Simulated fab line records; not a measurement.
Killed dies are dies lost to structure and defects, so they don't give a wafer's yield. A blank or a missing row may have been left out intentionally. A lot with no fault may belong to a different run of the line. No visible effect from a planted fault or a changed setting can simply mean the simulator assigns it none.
Struck lot and sound lot, side by side	flow n5-finfet	19 out of 1938 route steps
Sound: wafers L744.1, L744.4, L744.6. Wafers struck: L756.1, L756.2. Last of all comes the cause.
At each step with rows: each side's tool, then ch and its chambers, then its first start. Under that, the readings that differ: sound wafers	struck wafers	difference of the means	sigmas: that difference in standard deviations of wafers without a fault.
alike: readings whose means differ by less than 2 such deviations, and words and numbers that are the same on both sides. not compared: withheld readings, readings that some wafer has no value for, bounds like >300 that may hide the same value, and numbers for which the record gives no deviation and whose values overlap.
Wherever a step has rows on one side only, a row that says differs or no value, or a row with sigmas, the two part there. When numbers do not overlap yet have no deviation, they are printed without sigmas and do not part them. A reading that every wafer of one side lacks parts them only if that side has two wafers or more.

N5_BEOL_M3_INSPECT_30: inspects for defects (brightfield).
  struck on defect-inspect-01, day 12 07:29; sound on defect-inspect-02, day 9 07:10
  alike: raw-defect-count
then, 1 step without rows for these wafers: N5_BEOL_M3_DESCUM_33 (chemistry O2, time 7 s).
N5_BEOL_M3_ETCH_77: etches underlayer in N2/H2, target depth 6.5 nm, time 5.2 s.
  sound on rie-diel-03 ch 0,1, day 9 07:14; struck on rie-diel-02 ch 0,2, day 12 07:34
  alike: drypump-motor-current-A, etch-rf-on-time-s, h2-flow-sccm, oes-product-au, rf-vpp-V, showerhead-plenum-p-Torr, throttle-valve-pct
  not compared: rf-hours-counter-h
then, 1 step without rows for these wafers: N5_BEOL_M3_ETCH_69 (etches SiARC in CF4, target depth 15.6 nm, time 26 s).
N5_BEOL_M3_ALD_98: deposits SiO2, target thk 2.5 nm, pulse time 1 s, co reactant pulse time 1 s.
  sound on ald-sin-03 ch 1,2, day 9 07:22; struck on ald-sin-03 ch 0,2, day 12 08:21
  alike: heater-power-w, precursor-pulse-height-rel, susceptor-temp-C
then, 1 step without rows for these wafers: N5_BEOL_M3_ETCHBACK_99 (etches SiO2 in CHF3, target depth 5 nm, time 10.4 s).
N5_BEOL_M3_ETCH_70: etches SOC in N2/H2, target depth 80 nm, overetch 16 nm, time 120 s.
  sound on rie-diel-03 ch 1,2,3, day 10 00:25; struck on rie-diel-03 ch 1,2, day 12 08:31
  alike: drypump-motor-current-A, h2-flow-sccm, oes-product-au, rf-vpp-V, run-length-s, showerhead-plenum-p-Torr, throttle-valve-pct
  not compared: rf-hours-counter-h
then, 2 steps without rows for these wafers: N5_BEOL_M3_STRIP_71 (strips in N2/H2); N5_BEOL_M3_STRIP_78 (strips in N2/H2).
N5_BEOL_M3_VIA_ETCH_34: etches the open film in C4F6/O2, target depth 69.4 nm, time 65.9 s.
  sound on rie-diel-03 ch 1,2,3, day 10 00:31; struck on rie-diel-03 ch 1,2, day 12 08:37
reading	sound	struck	difference	sigmas
C4F6_flow_sccm (sccm)	10.014 9.962 10.017	10.054 10.062	+0.060	+2
  alike: drypump-motor-current-A, oes_f_703_au, oes-product-au, rf-vpp-V, run-length-s, showerhead-plenum-p-Torr, throttle-valve-pct
  not compared: rf-hours-counter-h
then, 1 step without rows for these wafers: N5_BEOL_M3_STRIP_83 (strips in C4F6/O2).
N5_BEOL_M3_STRIP_36: strips in N2/H2.
  sound on rie-diel-03 ch 1,2,3, day 10 00:34; struck on rie-diel-03 ch 1,2, day 12 08:41
  alike: drypump-motor-current-A, h2-flow-sccm, oes-product-au, rf-vpp-V, showerhead-plenum-p-Torr, throttle-valve-pct
  not compared: rf-hours-counter-h
N5_BEOL_M3_TRENCH_ETCH_37: etches SiOC in C4F6/O2, target depth 55.555 nm, time 29.2 s.
  sound on rie-diel-03 ch 1,2,3, day 10 00:37; struck on rie-diel-03 ch 1,2, day 12 08:43
reading	sound	struck	difference	sigmas
run-length-s (s)	52.1 52.1 52.6	49.1 48.5	-3.5	-6
model.etch.depth-nm (nm)	54.65 55.27 56.17	49.53 48.96	-6.12	
model.BEOL_M3.feature-depth-nm (nm)	54.6 55.2 56.2	49.6 49	-6.0	
  alike: C4F6_flow_sccm, drypump-motor-current-A, oes_f_703_au, oes-product-au, rf-vpp-V, showerhead-plenum-p-Torr, throttle-valve-pct
  not compared: rf-hours-counter-h
then, 2 steps without rows for these wafers: N5_BEOL_M3_ETCH_41 (etches SiCN in CH3F/O2, target depth 29.9 nm, time 52.5 s); N5_BEOL_M3_STRIP_97 (strips in N2/H2, time 10 s).
N5_BEOL_M3_OCD_MEAS_38:
  struck on ocd-01, day 12 08:52; sound on ocd-02, day 10 00:46
reading	sound	struck	difference	sigmas
trench-depth-nm (nm)	54.5 56.0 56.3	49.6 49.2	-6.2	-7
then, 1 step without rows for these wafers: N5_BEOL_M3_HM_STRIP_39 (strips TiN in peroxide tin strip, target depth 25 nm, time 158 s).
N5_BEOL_M4_RC_MEAS_101:
  sound on prober-01 ch 0, day 10 23:13; struck on prober-01 ch 0, day 13 11:28
  alike: DIBL_N, DIBL_P, IOFF_N, IOFF_P, ION_N, ION_P, SS_N, SS_P, VT_N, VT_P
-- record jumps: 5 days separate the struck wafers' starts on either side; left off in module BEOL_M4, taken up again in module PASSIVATION, whose first shown step is the route's number 1936 --
N5_PASSIVATION_PROBE_49:
  struck on prober-02, day 18 06:05; sound on prober-02, day 15 12:31
  alike: defect-limited-yield, killed_at_M0_to_M3, killed_at_M4_up, killed-at-contacts, killed-at-front-end, killed-at-other, killed-dies, killed-open, killed-short, sort_bin_5_function, sort_bin_6_memory, sort-n-pass, sort-yield-pct
  not compared: sort_bin_8_speed

WHERE THEY PART
Last at N5_BEOL_M3_OCD_MEAS_38 as far as this record goes, first at N5_BEOL_M3_VIA_ETCH_34. Later steps at which nothing parts them and some readings are alike: N5_BEOL_M4_RC_MEAS_101, N5_PASSIVATION_PROBE_49.

WHY: what the simulator had put in
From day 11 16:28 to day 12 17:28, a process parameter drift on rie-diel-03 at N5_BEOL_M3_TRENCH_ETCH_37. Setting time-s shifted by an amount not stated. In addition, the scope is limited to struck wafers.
